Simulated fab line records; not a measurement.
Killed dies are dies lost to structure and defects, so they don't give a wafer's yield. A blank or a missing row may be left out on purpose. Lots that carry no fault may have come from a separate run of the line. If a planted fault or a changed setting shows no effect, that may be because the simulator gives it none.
The same fault as seen by 3 desks -- flow n5 finfet -- each desk has only its own numbers; what lay behind them comes last

## THE DEFECT DESK
For each lot, the counts of the inspections along the route, averaged over the sampled wafers that have a number. Marked OUT: a lot whose mean sits more than 4 standard deviations from the usual mean, which makes it out of limits; the brackets give that distance.
Columns: A = raw defect count at N5_FIN_SAQP_INSPECT_40, usual 245
lot,first seen here,A
L281,day 2 05:11,245
L284,day 2 20:50,210
L285,day 3 05:42,277
L288,day 3 20:42,253
L290,day 4 11:01,226
L293,day 5 09:04,295
L294,day 5 12:19,315
L295,day 5 16:53,202
L296,day 5 23:15,135
L300,day 6 20:49,190
Finding of this desk: none of the 10 lots has anything out of limits.

## THE METROLOGY DESK
What the gauges read for every lot (on any tool): the sampled wafers with a number, averaged. Marked OUT: a lot whose mean sits more than 4 standard deviations from the usual mean, which makes it out of limits; the brackets give that distance. 7 of its 12 readings are shown, namely those furthest out on some lot.
Columns: A = DIBL_P at N5_BEOL_M4_RC_MEAS_101, usual 36.4 mV/V; B = IOFF_P at N5_BEOL_M4_RC_MEAS_101, usual 0.21 nA/um; C = ION_N at N5_BEOL_M4_RC_MEAS_101, usual 679 uA/um; D = ION_P at N5_BEOL_M4_RC_MEAS_101, usual 465 uA/um; E = SS_P at N5_BEOL_M4_RC_MEAS_101, usual 73.2 mV/dec; F = VT_N at N5_BEOL_M4_RC_MEAS_101, usual 249 mV; G = VT_P at N5_BEOL_M4_RC_MEAS_101, usual -250 mV
lot,first seen here,A,B,C,D,E,F,G
L281,day 2 05:09,39.2,0.22,682,463,74.0,247,-252
L284,day 2 20:49,38.1,0.22,679,465,73.4,249,-249
L285,day 3 05:40,35.4,0.24,673,465,73.7,249,-246
L288,day 3 20:40,38.0,0.19,671,456,73.5,252,-253
L290,day 4 10:59,36.5,0.18,684,459,72.7,250,-257
L293,day 5 09:02,37.4,0.26,691,476,73.5,247,-247
L294,day 5 12:17,36.0,0.22,687,462,73.6,245,-250
L295,day 5 16:51,35.7,0.21,674,465,73.6,253,-250
L296,day 5 23:13,36.3,0.22,684,469,73.0,246,-249
L300,day 6 20:47,34.7,0.20,654,459,72.5,250,-248
Finding of this desk: none of the 10 lots has anything out of limits.

## THE TOOL OWNER'S DESK: rie diel-06
The tool's own readings at N5_FIN_CUT_CUT_ETCH_26 (etches SiNx in CH3F/O2, target depth 39 nm, time 55.7 s): means of the sampled wafers that have a number, for each lot that ran on this tool. Marked OUT: a lot whose mean sits more than 4 standard deviations from the usual mean, which makes it out of limits; the brackets give that distance.
Columns: A = drypump motor current A at N5_FIN_CUT_CUT_ETCH_26, usual 5.5 A; B = oes_o_777_au at N5_FIN_CUT_CUT_ETCH_26, usual 0.79 a.u.; C = oes product au at N5_FIN_CUT_CUT_ETCH_26, usual 0.80 a.u.; D = rf fwd power W at N5_FIN_CUT_CUT_ETCH_26, usual 391.5 W; E = rf vpp V at N5_FIN_CUT_CUT_ETCH_26, usual 297 V; F = showerhead plenum p Torr at N5_FIN_CUT_CUT_ETCH_26, usual 2.00 Torr; G = throttle valve pct at N5_FIN_CUT_CUT_ETCH_26, usual 16.41 %
lot,first seen here,A,B,C,D,E,F,G
L285,day 3 06:41,5.8,0.76,0.77,391.7,295,1.98,16.62
L290,day 4 12:01,5.5,0.75,0.76,391.4,301,2.03,16.30
L295,day 5 17:57,5.8,0.93,0.90,422.4 (+22) OUT,290,2.12,16.49
L296,day 6 00:07,5.8,0.89,0.86,422.2 (+22) OUT,290,2.11,16.37
This desk's verdict: out of limits on L295, L296, starting with L295 at day 5 17:57 (rf fwd power W at N5_FIN_CUT_CUT_ETCH_26). L285, L290: within limits.

## TAKEN TOGETHER
The tool owner's desk could have raised an alarm at day 5 17:57, on L295, L296.
Nothing the defect desk looked at was out of limits.
Nothing out of limits was seen by the metrology desk.
The defect desk has L295, L296 on record, within its limits.
The metrology desk holds a record of L295, L296, inside its limits.
Every lot named ran N5_FIN_CUT_CUT_ETCH_26 on rie diel-06.

## WHAT THE SIMULATOR HAD INSERTED
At N5_FIN_CUT_CUT_ETCH_26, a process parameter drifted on rie diel-06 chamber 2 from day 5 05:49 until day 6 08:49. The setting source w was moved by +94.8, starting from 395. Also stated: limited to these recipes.
Struck lots among those shown: L295, L296.
Each desk's first reading out of limits, in hours after the fault started: the tool owner's desk, 12.
